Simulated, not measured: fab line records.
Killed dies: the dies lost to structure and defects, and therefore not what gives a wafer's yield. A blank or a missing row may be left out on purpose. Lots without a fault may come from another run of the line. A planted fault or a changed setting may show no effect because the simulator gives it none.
A struck lot beside a sound one    flow n5-finfet    26 steps out of a route of 1938
Sound: wafers L948.3, L948.4, L948.6. Wafers struck: L949.1, L949.2, L949.6. Last of all comes the cause.
At each step with rows: each side's tool, then ch and its chambers, then its first start. Under that, the readings that differ: sound wafers    struck wafers    difference of the means    sigmas: that difference in standard deviations of wafers without a fault.
alike: same words and numbers on both sides, and readings whose means sit less than 2 such deviations apart. not compared: any withheld reading, any reading some wafer has no value for, any bound like >300 that may hide the same value, and any number with overlapping values for which the record gives no deviation.
Wherever a step has rows on one side only, a row that says differs or no value, or a row with sigmas, the two part there. Numbers that have no deviation but don't overlap get no sigmas and don't part them. A reading that every wafer of one side lacks parts them only if that side has two wafers or more.

first, 8 steps without rows for these wafers: N5_BEOL_M6_DEVELOP_10 (develop time 30 s); N5_BEOL_M6_DESCUM_16 (chemistry O2, time 7.9 s); N5_BEOL_M6_ETCH_61 (etches SiARC in CF4, target depth 45.5 nm, time 75.8 s); N5_BEOL_M6_ETCH_62 (etches SOC in N2/H2, target depth 110 nm, overetch 22 nm, time 165 s); N5_BEOL_M6_STRIP_68 (strips in N2/H2); N5_BEOL_M6_STRIP_67 (strips in CF4); N5_BEOL_M6_HM_OPEN_17 (chemistry Cl2/BCl3, target TiN, target depth 20 nm, overetch 6 nm); N5_BEOL_M6_STRIP_19 (strips in O2).
N5_BEOL_M6_COAT_63: time 60 s, resist thk 60 nm.
  sound on litho-track-03 ch 0, day 11 04:47; struck on litho-track-03 ch 0, day 11 21:15
reading                                   sound                 struck                difference  sigmas
spin-speed-rpm (rpm)                      1499.7 1501.3 1498.4  1396.0 1394.3 1394.0  -105.0      -99 or more
model.SOC_of_BEOL_M6_COAT_63.thk-nm (nm)  59.8 59.8 59.8        62.2 62.2 62          +2.3        
  alike: exhaust-pa
then, 11 steps without rows for these wafers: N5_BEOL_M6_COAT_64 (time 60 s, resist thk 12 nm); N5_BEOL_M6_COAT_71 (time 60 s, resist thk 5 nm); N5_BEOL_M6_COAT_22 (resist thk 30 nm); N5_BEOL_M6_EBR_24; N5_BEOL_M6_SOFTBAKE_23 (time 60 s); N5_BEOL_M6_EXPOSE_25 (exposes mask V5, target cd 40 nm); N5_BEOL_M6_PEB_26 (peb time 60 s); N5_BEOL_M6_DEVELOP_27 (develop time 30 s); N5_BEOL_M6_DESCUM_33 (chemistry O2, time 7 s); N5_BEOL_M6_ETCH_72 (etches underlayer in N2/H2, target depth 6.5 nm, time 5.2 s); N5_BEOL_M6_ETCH_65 (etches SiARC in CF4, target depth 15.6 nm, time 26 s).
N5_BEOL_M6_ETCH_66: etches SOC in N2/H2, target depth 80 nm, overetch 16 nm, time 120 s.
  sound on rie-diel-04 ch 0,1,2, day 11 05:23; struck on rie-diel-03 ch 1,2, day 11 22:14
reading                   sound              struck             difference  sigmas
model.etch.depth-nm (nm)  59.79 59.75 59.73  62.16 62.19 62.06  +2.38       
  alike: drypump-motor-current-A, oes-product-au, rf-vpp-V, showerhead-plenum-p-Torr, temp-c, throttle-valve-pct
  not compared: rf-hours-counter-h
then, 2 steps without rows for these wafers: N5_BEOL_M6_STRIP_69 (strips in N2/H2); N5_BEOL_M6_STRIP_73 (strips in N2/H2).
N5_BEOL_M6_VIA_ETCH_34: etches SiCOH lowk in C4F6/O2, target depth 126.3 nm, time 50.9 s.
  sound on rie-diel-04 ch 0,1,2, day 11 05:29; struck on rie-diel-03 ch 0,3, day 11 22:20
reading                                   sound           struck        difference  sigmas
model.SOC_of_BEOL_M6_COAT_63.thk-nm (nm)  53.6 53.8 53.6  56.2 56 55.8  +2.3        
  alike: drypump-motor-current-A, oes-product-au, rf-vpp-V, showerhead-plenum-p-Torr, throttle-valve-pct
  not compared: rf-hours-counter-h
then, 2 steps without rows for these wafers: N5_BEOL_M6_STRIP_76 (strips in C4F6/O2); N5_PASSIVATION_PROBE_49.

## WHERE THEY PART
Only at N5_BEOL_M6_COAT_63, within this record. Later steps at which nothing parts them and some readings are alike: N5_BEOL_M6_ETCH_66, N5_BEOL_M6_VIA_ETCH_34.

WHY: what the simulator had put in
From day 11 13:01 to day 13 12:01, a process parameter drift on litho-track-03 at N5_BEOL_M6_COAT_63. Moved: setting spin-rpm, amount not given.
